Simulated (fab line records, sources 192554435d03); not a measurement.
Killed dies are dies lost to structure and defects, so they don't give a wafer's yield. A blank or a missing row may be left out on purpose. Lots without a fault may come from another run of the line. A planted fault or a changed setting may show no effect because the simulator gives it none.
Chamber matching | flow n5_finfet | N5_PMOS_HMC_CHANNEL_EPI_HM_DEP_34 on pecvd-01: 3 sister chambers
The step deposits SiO2 from TEOS/O2, target thk 36 nm, time 6.9 s. 14 wafers are shown with their chamber, then 6 later ones without.

WAFERS WITH THEIR CHAMBER
wafer  | chamber | throttle_valve_pct (%) | showerhead_plenum_p_Torr (Torr) | heater_power_w (W)
L887.2 | 1       | 17.9                   | 8.27                            | 716
L887.3 | 0       | 18.4                   | 8.40                            | 627
L887.4 | 0       | 18.3                   | 8.41                            | 622
L888.1 | 0       | 18.2                   | 8.43                            | 555
L888.5 | 0       | 18.3                   | 8.44                            | 545
L894.1 | 2       | 16.8                   | 8.22                            | 622
L894.2 | 0       | 18.4                   | 8.41                            | 623
L894.5 | 0       | 18.5                   | 8.41                            | 621
L895.1 | 0       | 18.4                   | 8.38                            | 579
L895.3 | 2       | 16.9                   | 8.23                            | 717
L895.5 | 0       | 18.5                   | 8.40                            | 584
L896.1 | 2       | 16.8                   | 8.25                            | 563
L896.3 | 1       | 18.1                   | 8.29                            | 848
L896.5 | 0       | 18.6                   | 8.41                            | 481

SIGNATURES (means of the wafers above)
reading                  | chamber 0 | chamber 1 | chamber 2 | scatter within a chamber
throttle_valve_pct       | 18.400    | 18.000    | 16.833    | 0.115
showerhead_plenum_p_Torr | 8.4100    | 8.2800    | 8.2333    | 0.0167
heater_power_w           | 581.89    | 782.00    | 634.00    | 60.2
Rule: a wafer's distance from a chamber is the root of the sum, over the readings, of the square of ((its reading less the chamber's mean) divided by the reading's scatter). The wafer belongs to the nearest chamber; if the next one is less than 2 further off, it can't be placed. The scatter: the root of (the sum of the squares of (reading less its chamber's mean) over the shown wafers, divided by (wafers less chambers)).

WAFERS WITHOUT THEIR CHAMBER
wafer  | throttle_valve_pct (%) | showerhead_plenum_p_Torr (Torr) | heater_power_w (W)
L898.1 | 18.1                   | 8.28                            | 725
L898.4 | 18.0                   | 8.29                            | 709
L898.5 | 18.4                   | 8.42                            | 593
L905.3 | 16.8                   | 8.25                            | 684
L905.4 | 16.9                   | 8.25                            | 680
L905.5 | 18.3                   | 8.42                            | 615

WHICH CHAMBER EACH WENT THROUGH
wafer  | from the rows above | in truth
L898.1 | 1                   | 1
L898.4 | 1                   | 1
L898.5 | 0                   | 0
L905.3 | 2                   | 2
L905.4 | 2                   | 2
L905.5 | 0                   | 0
Placed correctly: 6 of 6. Can't be placed from these rows: 0. Placed wrongly: 0.
